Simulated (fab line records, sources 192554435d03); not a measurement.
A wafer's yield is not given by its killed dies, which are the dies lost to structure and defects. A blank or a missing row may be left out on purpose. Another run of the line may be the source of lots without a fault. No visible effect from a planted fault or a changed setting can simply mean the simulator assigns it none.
Chamber matching / flow n5-finfet / rie-diel-05 running N5_MOL_CONTACT_COAG_ETCH_89: 4 sister chambers
The step etches underlayer in N2/H2, target depth 13 nm, time 10.4 s. 20 wafers are shown with their chamber, then 10 later ones without.

== WAFERS PAIRED WITH THEIR CHAMBERS ==
wafer=L074.3; chamber=2; showerhead-plenum-p-Torr (Torr)=2.56; throttle-valve-pct (%)=17.72; oes-product-au (a.u.)=0.69
wafer=L074.4; chamber=0; showerhead-plenum-p-Torr (Torr)=2.47; throttle-valve-pct (%)=17.48; oes-product-au (a.u.)=0.74
wafer=L074.5; chamber=1; showerhead-plenum-p-Torr (Torr)=2.62; throttle-valve-pct (%)=17.82; oes-product-au (a.u.)=0.60
wafer=L075.1; chamber=3; showerhead-plenum-p-Torr (Torr)=2.67; throttle-valve-pct (%)=17.77; oes-product-au (a.u.)=0.69
wafer=L075.2; chamber=2; showerhead-plenum-p-Torr (Torr)=2.56; throttle-valve-pct (%)=17.73; oes-product-au (a.u.)=0.68
wafer=L075.3; chamber=0; showerhead-plenum-p-Torr (Torr)=2.47; throttle-valve-pct (%)=17.50; oes-product-au (a.u.)=0.73
wafer=L075.4; chamber=1; showerhead-plenum-p-Torr (Torr)=2.62; throttle-valve-pct (%)=17.82; oes-product-au (a.u.)=0.60
wafer=L075.5; chamber=1; showerhead-plenum-p-Torr (Torr)=2.62; throttle-valve-pct (%)=17.84; oes-product-au (a.u.)=0.59
wafer=L075.6; chamber=0; showerhead-plenum-p-Torr (Torr)=2.47; throttle-valve-pct (%)=17.51; oes-product-au (a.u.)=0.73
wafer=L076.2; chamber=3; showerhead-plenum-p-Torr (Torr)=2.67; throttle-valve-pct (%)=17.78; oes-product-au (a.u.)=0.68
wafer=L076.4; chamber=0; showerhead-plenum-p-Torr (Torr)=2.47; throttle-valve-pct (%)=17.49; oes-product-au (a.u.)=0.72
wafer=L076.6; chamber=1; showerhead-plenum-p-Torr (Torr)=2.62; throttle-valve-pct (%)=17.83; oes-product-au (a.u.)=0.59
wafer=L079.1; chamber=0; showerhead-plenum-p-Torr (Torr)=2.46; throttle-valve-pct (%)=17.50; oes-product-au (a.u.)=0.72
wafer=L079.2; chamber=2; showerhead-plenum-p-Torr (Torr)=2.56; throttle-valve-pct (%)=17.75; oes-product-au (a.u.)=0.68
wafer=L079.6; chamber=0; showerhead-plenum-p-Torr (Torr)=2.46; throttle-valve-pct (%)=17.52; oes-product-au (a.u.)=0.71
wafer=L082.1; chamber=3; showerhead-plenum-p-Torr (Torr)=2.66; throttle-valve-pct (%)=17.83; oes-product-au (a.u.)=0.68
wafer=L082.3; chamber=0; showerhead-plenum-p-Torr (Torr)=2.46; throttle-valve-pct (%)=17.52; oes-product-au (a.u.)=0.70
wafer=L082.6; chamber=1; showerhead-plenum-p-Torr (Torr)=2.61; throttle-valve-pct (%)=17.85; oes-product-au (a.u.)=0.59
wafer=L087.3; chamber=0; showerhead-plenum-p-Torr (Torr)=2.46; throttle-valve-pct (%)=17.54; oes-product-au (a.u.)=0.70
wafer=L087.4; chamber=3; showerhead-plenum-p-Torr (Torr)=2.66; throttle-valve-pct (%)=17.82; oes-product-au (a.u.)=0.66

SIGNATURES (averages over the wafers above)
reading=showerhead-plenum-p-Torr; chamber 0=2.4650; chamber 1=2.6180; chamber 2=2.5600; chamber 3=2.6650; scatter within a chamber=0.00487
reading=throttle-valve-pct; chamber 0=17.5075; chamber 1=17.8320; chamber 2=17.7333; chamber 3=17.8000; scatter within a chamber=0.0198
reading=oes-product-au; chamber 0=0.7188; chamber 1=0.5940; chamber 2=0.6833; chamber 3=0.6775; scatter within a chamber=0.0116
Rule: for each reading, subtract the chamber's mean from the wafer's reading, divide by that reading's scatter and square the result; add these up over the readings and take the root, which gives the wafer's distance from the chamber. If the next closest chamber is less than 2 further off than the closest, the wafer can't be placed; otherwise it belongs to the closest. How the scatter is found: for the shown wafers, subtract from each reading the mean of its chamber, square and add these, divide the total by (wafers less chambers), then take the root.

== WAFERS WHOSE CHAMBER IS MISSING ==
wafer=L087.6; showerhead-plenum-p-Torr (Torr)=2.55; throttle-valve-pct (%)=17.79; oes-product-au (a.u.)=0.65
wafer=L089.1; showerhead-plenum-p-Torr (Torr)=2.61; throttle-valve-pct (%)=17.43; oes-product-au (a.u.)=0.84
wafer=L089.2; showerhead-plenum-p-Torr (Torr)=2.54; throttle-valve-pct (%)=17.80; oes-product-au (a.u.)=0.66
wafer=L089.4; showerhead-plenum-p-Torr (Torr)=2.66; throttle-valve-pct (%)=17.85; oes-product-au (a.u.)=0.65
wafer=L094.1; showerhead-plenum-p-Torr (Torr)=2.65; throttle-valve-pct (%)=17.86; oes-product-au (a.u.)=0.65
wafer=L094.5; showerhead-plenum-p-Torr (Torr)=2.54; throttle-valve-pct (%)=17.82; oes-product-au (a.u.)=0.65
wafer=L094.6; showerhead-plenum-p-Torr (Torr)=2.60; throttle-valve-pct (%)=17.43; oes-product-au (a.u.)=0.79
wafer=L095.2; showerhead-plenum-p-Torr (Torr)=2.45; throttle-valve-pct (%)=17.56; oes-product-au (a.u.)=0.68
wafer=L095.4; showerhead-plenum-p-Torr (Torr)=2.54; throttle-valve-pct (%)=17.82; oes-product-au (a.u.)=0.64
wafer=L095.6; showerhead-plenum-p-Torr (Torr)=2.45; throttle-valve-pct (%)=17.57; oes-product-au (a.u.)=0.68

== WHICH CHAMBER EACH ONE RAN IN ==
wafer=L087.6; from the rows above=2; in truth=2
wafer=L089.1; from the rows above=2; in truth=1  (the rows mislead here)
wafer=L089.2; from the rows above=2; in truth=2
wafer=L089.4; from the rows above=3; in truth=3
wafer=L094.1; from the rows above=3; in truth=3
wafer=L094.5; from the rows above=2; in truth=2
wafer=L094.6; from the rows above=2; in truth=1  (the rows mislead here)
wafer=L095.2; from the rows above=0; in truth=0
wafer=L095.4; from the rows above=2; in truth=2
wafer=L095.6; from the rows above=0; in truth=0
8 of 10 placed correctly. Number that these rows cannot place: 0. Number placed wrongly: 2.
